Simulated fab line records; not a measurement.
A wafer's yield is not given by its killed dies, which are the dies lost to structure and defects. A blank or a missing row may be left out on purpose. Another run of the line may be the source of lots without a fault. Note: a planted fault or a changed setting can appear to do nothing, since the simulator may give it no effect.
Comparing a struck lot with a sound one + flow nand-harc + 19 out of 1302 route steps
Sound: these wafers, L605.3, L605.4, L605.5. The struck wafers were L614.2, L614.4, L614.6. The cause comes at the end.
Order at every step that has rows: each side's tool, ch and its chambers, its first start. Under that, the readings that differ: sound wafers + struck wafers + difference of the means + sigmas: that difference in standard deviations of wafers without a fault.
alike: same words and numbers on both sides, and readings whose means sit less than 2 such deviations apart. not compared: any withheld reading, any reading some wafer has no value for, any bound like >300 that may hide the same value, and any number with overlapping values for which the record gives no deviation.
The two part at a step that has a row with sigmas, a row that says differs or no value, or rows on one side only. Numbers that have no deviation but don't overlap get no sigmas and don't part them. Lack of a reading on every wafer of one side parts them only where that side has two or more wafers.

NHARC_A_ZERO_WELL_DESCUM_12: chemistry O2, time 3 s.
  sound on rie-diel-03 ch 0,2,3, day 7 08:34; struck on rie-diel-11 ch 2,3, day 11 06:02
  alike: drypump-motor-current-A, oes-product-au, rf-vpp-V, showerhead-plenum-p-Torr, throttle-valve-pct
  not compared: rf-hours-counter-h
NHARC_A_ZERO_WELL_ETCH_19: etches the open film in N2/H2, target depth 80 nm, overetch 24 nm, time 87.88 s.
  sound on rie-diel-03 ch 0,2, day 7 08:39; struck on rie-diel-11 ch 1,2,3, day 11 06:07
  alike: bias-w, drypump-motor-current-A, oes-product-au, rf-vpp-V, showerhead-plenum-p-Torr, throttle-valve-pct
  not compared: rf-hours-counter-h
NHARC_A_ZERO_WELL_ETCH_13: etches the open film in HBr/Cl2, target depth 120 nm, time 40.1 s.
  sound on rie-si-05 ch 0,2,3, day 7 08:47; struck on rie-si-01 ch 1,2, day 11 06:15
  alike: bias-w, drypump-motor-current-A, oes-product-au, throttle-valve-pct
  not compared: rf-hours-counter-h
then, 4 steps without rows for these wafers: NHARC_A_ZERO_WELL_STRIP_14 (strips in SPM, time 900 s); NHARC_A_ZERO_WELL_IMPLANT_15; NHARC_A_ZERO_WELL_PRECLEAN_22 (cleans in SC1, time 60 s); NHARC_A_ZERO_WELL_SRD_23.
NHARC_A_ZERO_WELL_RTA_16: time 10 s.
  sound on rtp-anneal-01 ch 0, day 7 09:45; struck on rtp-anneal-01 ch 0, day 11 07:10
  alike: anneal-temp-c-max, lamp-power-pct, lamp_zone_6_pct, wafer_temp_C_max
NHARC_A_ZERO_WELL_INSPECT_17:
  struck on defect-inspect-01, day 11 07:20; sound on defect-inspect-02, day 7 09:53
  alike: raw-defect-count
then, 2 steps without rows for these wafers: NHARC_A_SOURCE_PLATE_PRECLEAN_00 (cleans in HF-LAST, time 60 s); NHARC_A_SOURCE_PLATE_SRD_01.
NHARC_A_SOURCE_PLATE_OXIDE_02: material SiO2, target thk 10 nm, ox time 1362 s.
  sound on furnace-08 ch 0, day 7 13:08; struck on furnace-08 ch 0, day 11 12:40
| reading       | sound             | struck            | difference | sigmas |
|---------------|-------------------|-------------------|------------|--------|
| ox-temp-c (C) | 901.4 900.1 900.7 | 899.5 899.4 900.0 | -1.1       | -2     |
  alike: spike-tc-lower-C, spike-tc-top-C
NHARC_A_SOURCE_PLATE_THK_MEAS_09: measures by ellipsometry.
  struck on film-metro-01, day 11 16:46; sound on film-metro-02, day 7 17:11
  alike: thk-nm
then, 3 steps without rows for these wafers: NHARC_A_SOURCE_PLATE_PVD_04 (deposits WSi2, target thk 50 nm); NHARC_A_SOURCE_PLATE_CVD_03 (deposits poly-Si, target thk 200 nm, time 4000 s); NHARC_A_SOURCE_PLATE_ANNEAL_05 (time 1800 s).
NHARC_A_SOURCE_PLATE_THK_MEAS_06: measures by ellipsometry.
  struck on film-metro-01, day 12 05:46; sound on film-metro-02, day 8 06:11
  alike: thk-nm
NHARC_A_SOURCE_PLATE_INSPECT_08:
  struck on defect-inspect-01, day 12 06:02; sound on defect-inspect-01, day 8 06:17
| reading          | sound    | struck         | difference | sigmas |
|------------------|----------|----------------|------------|--------|
| raw-defect-count | 52 34 53 | 1160 1181 1146 | +1116      | +56    |
  not compared: hold
NHARC_END_SORT_01:
  the record has rows for the sound wafers here (prober-01 ch 0, day 25 09:11) and none for the struck ones

== WHERE THEY PART ==
Last at NHARC_END_SORT_01 as far as this record goes, first at NHARC_A_SOURCE_PLATE_OXIDE_02.

WHY: whatever the simulator had introduced
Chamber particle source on furnace-08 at NHARC_A_SOURCE_PLATE_OXIDE_02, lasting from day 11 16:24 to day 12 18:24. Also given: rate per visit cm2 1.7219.
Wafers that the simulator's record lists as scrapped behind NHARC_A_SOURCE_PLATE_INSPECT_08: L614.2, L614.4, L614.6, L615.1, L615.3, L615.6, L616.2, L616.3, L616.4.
